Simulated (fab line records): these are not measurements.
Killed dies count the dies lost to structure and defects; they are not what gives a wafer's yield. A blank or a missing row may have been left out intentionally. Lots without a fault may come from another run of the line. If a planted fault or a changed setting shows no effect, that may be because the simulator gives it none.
Split-lot study -- flow n5_finfet -- 7 lots, 39 wafers read, on a route of 1938 steps

## ON THE SPLIT
At N5_MOL_CONTACT_COAG_IMPLANT_129, the setting energy_kev was moved away from the recipe's 3 on 18 of the 39 wafers read, by -29.8% to +27.4%. All remaining wafers had this setting at the recipe value.

The reading comes from the split's own step.

## THE READING
In nm, at N5_MOL_CONTACT_COAG_IMPLANT_129: implant.drp_nm, which is the simulator's own figure and was read by no gauge. No usual value for it is given in the file.

wafer,"tool, chamber at the split",energy_kev as run,against the recipe,"implant.drp_nm, nm",against lot-mates on the recipe
L076.1,"implanter-02, 0",2.303,-23.2%,1.812,-0.322
L076.3,"implanter-02, 0",2.303,-23.2%,1.812,-0.322
L076.5,"implanter-02, 0",2.303,-23.2%,1.812,-0.322
L076.2,"implanter-02, 0",3,recipe,2.134,-
L076.4,"implanter-02, 0",3,recipe,2.134,-
L076.6,"implanter-02, 0",3,recipe,2.134,-
L080.1,"implanter-01, 0",3,recipe,2.134,-
L080.4,"implanter-01, 0",3,recipe,2.134,-
L080.6,"implanter-01, 0",3,recipe,2.134,-
L080.2,"implanter-01, 0",3.821,+27.4%,2.48,+0.346
L080.3,"implanter-01, 0",3.821,+27.4%,2.48,+0.346
L080.5,"implanter-01, 0",3.821,+27.4%,2.48,+0.346
L085.3,"implanter-01, 0",3,recipe,2.134,-
L085.4,"implanter-01, 0",3,recipe,2.134,-
L085.6,"implanter-01, 0",3,recipe,2.134,-
L086.1,"implanter-02, 0",2.47,-17.7%,1.892,-0.242
L086.2,"implanter-02, 0",2.47,-17.7%,1.892,-0.242
L086.5,"implanter-02, 0",2.47,-17.7%,1.892,-0.242
L086.3,"implanter-02, 0",3,recipe,2.134,-
L086.4,"implanter-02, 0",3,recipe,2.134,-
L086.6,"implanter-02, 0",3,recipe,2.134,-
L090.1,"implanter-02, 0",3,recipe,2.134,-
L090.2,"implanter-02, 0",3,recipe,2.134,-
L090.5,"implanter-02, 0",3,recipe,2.134,-
L090.3,"implanter-02, 0",3.713,+23.8%,2.436,+0.302
L090.4,"implanter-02, 0",3.713,+23.8%,2.436,+0.302
L090.6,"implanter-02, 0",3.713,+23.8%,2.436,+0.302
L093.1,"implanter-02, 0",2.106,-29.8%,1.716,-0.418
L093.2,"implanter-02, 0",2.106,-29.8%,1.716,-0.418
L093.6,"implanter-02, 0",2.106,-29.8%,1.716,-0.418
L093.3,"implanter-02, 0",3,recipe,2.134,-
L093.4,"implanter-02, 0",3,recipe,2.134,-
L093.5,"implanter-02, 0",3,recipe,2.134,-
L096.1,"implanter-02, 0",3.771,+25.7%,2.46,+0.326
L096.4,"implanter-02, 0",3.771,+25.7%,2.46,+0.326
L096.6,"implanter-02, 0",3.771,+25.7%,2.46,+0.326
L096.2,"implanter-02, 0",3,recipe,2.134,-
L096.3,"implanter-02, 0",3,recipe,2.134,-
L096.5,"implanter-02, 0",3,recipe,2.134,-

THE FIT
A straight line over all 39 wafers: implant.drp_nm changes by +0.0133 nm for each +1% of energy_kev; r = +1.00; the points scatter about the line by 0.0082 nm.
The same after taking each lot's own level away (the mean of its wafers on the recipe; 39 wafers): +0.0133 nm for each +1%; r = +1.00; scatter 0.0082 nm.
According to that fit, moving energy_kev by its largest amount changes the reading by 0.4 nm.
The lots' own levels span 2.1340 to 2.1340 nm.
So the lot-to-lot level changes the slope little: the two slopes agree.
Check: -0.4 nm against its lot-mates is what the line predicts for one of the wafers moved furthest among these (-29.8%) when that wafer is left out of the fit. It came out at -0.418 nm against them.

## THE OTHER SPLITS THESE WAFERS WENT THROUGH
Other splits were also applied to these wafers ahead of the reading. Each is held against what the fit with the lots' levels taken away leaves over:
other split on the same wafers,wafers away from the commonest value,r with implant.drp_nm (lot level and that fit taken away)
N5_GATE_CUT_CUT_ETCH_53 icp_w,9,-0.16
N5_GATE_CUT_CUT_ETCH_54 icp_w,18,-0.29

## THE WHOLE CHAIN: every reading that the file lists as answering this split, in the file's order
step,what it does,reading,change (the file's fit),r (the file's)
N5_MOL_CONTACT_COAG_IMPLANT_129,,"implant.rp_nm (the simulator's own value, which no gauge read)",+0.0339 nm for each +1% of the setting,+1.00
N5_MOL_CONTACT_COAG_IMPLANT_129,,"implant.drp_nm (the simulator's own value, which no gauge read)",+0.0133 nm for each +1% of the setting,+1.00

## THE FILE'S OWN FIT
implant.drp_nm changes by +0.0133 nm for each +1% of energy_kev, r = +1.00.
